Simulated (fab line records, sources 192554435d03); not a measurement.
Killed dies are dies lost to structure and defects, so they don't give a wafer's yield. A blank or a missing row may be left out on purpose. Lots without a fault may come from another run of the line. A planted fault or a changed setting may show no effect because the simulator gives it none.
Chamber matching | flow n5_finfet | N5_BEOL_M10_CMP_52 on cmp-02: 4 sister chambers
The step polishes, stops on SiCOH lowk, t overpolish 7 s, target thk 140 nm. 4 wafers are shown with their chamber, then 9 later ones without.

WAFERS WITH THEIR CHAMBER
wafer  | chamber | motor_current_A (A)
L082.6 | 1       | 6.0
L079.5 | 0       | 6.2
L081.5 | 2       | 6.2
L081.6 | 3       | 6.5

WAFERS WITHOUT THEIR CHAMBER
wafer  | motor_current_A (A)
L083.2 | 5.9
L083.3 | 6.3
L083.6 | 6.2
L085.2 | 6.3
L085.3 | 6.3
L085.4 | 6.5
L094.2 | 6.7
L094.3 | 6.0
L094.4 | 5.9

WHICH CHAMBER EACH WENT THROUGH
wafer  | from the rows above          | in truth
L083.2 | 1                            | 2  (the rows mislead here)
L083.3 | can't be placed: 0 or 2 or 3 | 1
L083.6 | can't be placed: 0 or 2      | 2
L085.2 | can't be placed: 0 or 2 or 3 | 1
L085.3 | can't be placed: 0 or 2 or 3 | 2
L085.4 | 3                            | 3
L094.2 | 3                            | 3
L094.3 | 1                            | 1
L094.4 | 1                            | 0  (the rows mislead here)
Placed correctly: 3 of 9. Can't be placed from these rows: 4 (the true chamber is among the candidates in 2). Placed wrongly: 2.
How it was worked out, from the rows above alone: a wafer's distance from a chamber is the root of the sum, over the readings, of the square of ((its reading less the chamber's mean) divided by the reading's scatter). The wafer belongs to the nearest chamber; if the next one is less than 2 further off, it can't be placed. A chamber's mean is the mean of its shown wafers. The scatter: with one shown wafer a chamber, the root of the mean of the squares of how far each hidden wafer lies from its nearest shown one.
